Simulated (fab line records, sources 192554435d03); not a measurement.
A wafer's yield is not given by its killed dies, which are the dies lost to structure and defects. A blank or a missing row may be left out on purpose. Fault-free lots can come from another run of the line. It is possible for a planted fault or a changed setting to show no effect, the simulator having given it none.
Matching of chambers | flow n5Finfet | N5_PMOS_HMC_CHANNEL_EPI_CMP_21 on cmp-01: 4 sister chambers
The step polishes SiGe30, target thk 54 nm. 4 wafers are shown with their chamber, then 12 later ones without.

WAFERS PAIRED WITH THEIR CHAMBERS
wafer  | chamber | motorCurrentA (A)
L080.5 | 1       | 12.8
L085.1 | 3       | 12.5
L088.4 | 2       | 10.2
L088.5 | 0       | 12.1

WAFERS WHOSE CHAMBER IS MISSING
wafer  | motorCurrentA (A)
L090.2 | 12.1
L090.5 | 13.1
L090.6 | 11.9
L092.2 | 11.8
L092.3 | 12.9
L092.4 | 12.2
L093.2 | 12.9
L093.3 | 12.9
L093.4 | 12.2
L096.1 | 10.9
L096.2 | 12.3
L096.6 | 11.6

WHICH CHAMBER EACH ONE RAN IN
wafer  | from the rows above          | in truth
L090.2 | can't be placed: 0 or 3      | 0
L090.5 | can't be placed: 1 or 3      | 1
L090.6 | can't be placed: 0 or 3      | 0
L092.2 | can't be placed: 0 or 3      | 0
L092.3 | can't be placed: 1 or 3      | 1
L092.4 | can't be placed: 0 or 3 or 1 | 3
L093.2 | can't be placed: 1 or 3      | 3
L093.3 | can't be placed: 1 or 3      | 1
L093.4 | can't be placed: 0 or 3 or 1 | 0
L096.1 | can't be placed: 2 or 0      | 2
L096.2 | can't be placed: 3 or 0 or 1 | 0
L096.6 | can't be placed: 0 or 3      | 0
Placed correctly: 0 of 12. Can't be placed from these rows: 12 (the true chamber is among the candidates in 12). Number placed wrongly: 0.
How it was worked out, from the rows above alone: a wafer's distance from a chamber is the root of the sum, over the readings, of the square of ((its reading less the chamber's mean) divided by the reading's scatter). The wafer belongs to the nearest chamber; if the next one is less than 2 further off, it can't be placed. For every chamber, the mean is computed from those of its wafers that are shown. The scatter: with one shown wafer a chamber, the root of the mean of the squares of how far each hidden wafer lies from its nearest shown one.
